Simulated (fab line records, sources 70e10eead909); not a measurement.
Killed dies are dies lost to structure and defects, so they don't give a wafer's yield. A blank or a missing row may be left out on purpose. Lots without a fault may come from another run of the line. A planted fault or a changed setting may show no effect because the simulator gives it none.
Chamber matching | flow nand_harc | NHARC_A_STAIRCASE_TRIM_12 on rie_diel-06: 4 sister chambers
The step chemistry O2, time 211.2 s. 16 wafers are shown with their chamber, then 8 later ones without.

WAFERS WITH THEIR CHAMBER
wafer  | chamber | drypump_motor_current_A (A) | showerhead_plenum_p_Torr (Torr) | rf_vpp_V (V)
L076.2 | 2       | 5.9                         | 3.35                            | 57.2
L076.4 | 3       | 5.4                         | 3.48                            | 57.9
L076.5 | 0       | 6.8                         | 3.44                            | 57.5
L077.1 | 2       | 5.9                         | 3.35                            | 56.7
L077.5 | 2       | 5.9                         | 3.35                            | 57.9
L077.6 | 1       | 6.2                         | 3.56                            | 58.1
L081.1 | 0       | 6.8                         | 3.43                            | 57.2
L081.3 | 1       | 6.1                         | 3.56                            | 57.7
L081.6 | 3       | 5.4                         | 3.47                            | 57.0
L080.2 | 3       | 5.5                         | 3.47                            | 56.9
L080.4 | 1       | 6.1                         | 3.56                            | 58.2
L080.5 | 1       | 6.2                         | 3.55                            | 58.4
L090.1 | 1       | 6.2                         | 3.55                            | 57.5
L090.3 | 0       | 6.8                         | 3.42                            | 56.4
L090.5 | 1       | 6.1                         | 3.55                            | 57.9
L091.1 | 3       | 5.4                         | 3.46                            | 57.5

SIGNATURES (means of the wafers above)
reading                  | chamber 0 | chamber 1 | chamber 2 | chamber 3 | scatter within a chamber
drypump_motor_current_A  | 6.800     | 6.150     | 5.900     | 5.425     | 0.0433
showerhead_plenum_p_Torr | 3.4300    | 3.5550    | 3.3500    | 3.4700    | 0.00677
rf_vpp_V                 | 57.033    | 57.967    | 57.267    | 57.325    | 0.463
Rule: a wafer's distance from a chamber is the root of the sum, over the readings, of the square of ((its reading less the chamber's mean) divided by the reading's scatter). The wafer belongs to the nearest chamber; if the next one is less than 2 further off, it can't be placed. The scatter: the root of (the sum of the squares of (reading less its chamber's mean) over the shown wafers, divided by (wafers less chambers)).

WAFERS WITHOUT THEIR CHAMBER
wafer  | drypump_motor_current_A (A) | showerhead_plenum_p_Torr (Torr) | rf_vpp_V (V)
L091.5 | 5.9                         | 3.33                            | 58.4
L091.6 | 5.4                         | 3.46                            | 56.2
L092.2 | 6.2                         | 3.54                            | 58.6
L092.3 | 5.9                         | 3.33                            | 57.4
L092.4 | 6.8                         | 3.42                            | 57.7
L092.1 | 5.5                         | 3.46                            | 57.3
L092.5 | 5.5                         | 3.45                            | 58.4
L092.6 | 5.9                         | 3.33                            | 57.2

WHICH CHAMBER EACH WENT THROUGH
wafer  | from the rows above | in truth
L091.5 | 2                   | 2
L091.6 | 3                   | 3
L092.2 | 1                   | 1
L092.3 | 2                   | 2
L092.4 | 0                   | 0
L092.1 | 3                   | 3
L092.5 | 3                   | 3
L092.6 | 2                   | 2
Placed correctly: 8 of 8. Can't be placed from these rows: 0. Placed wrongly: 0.
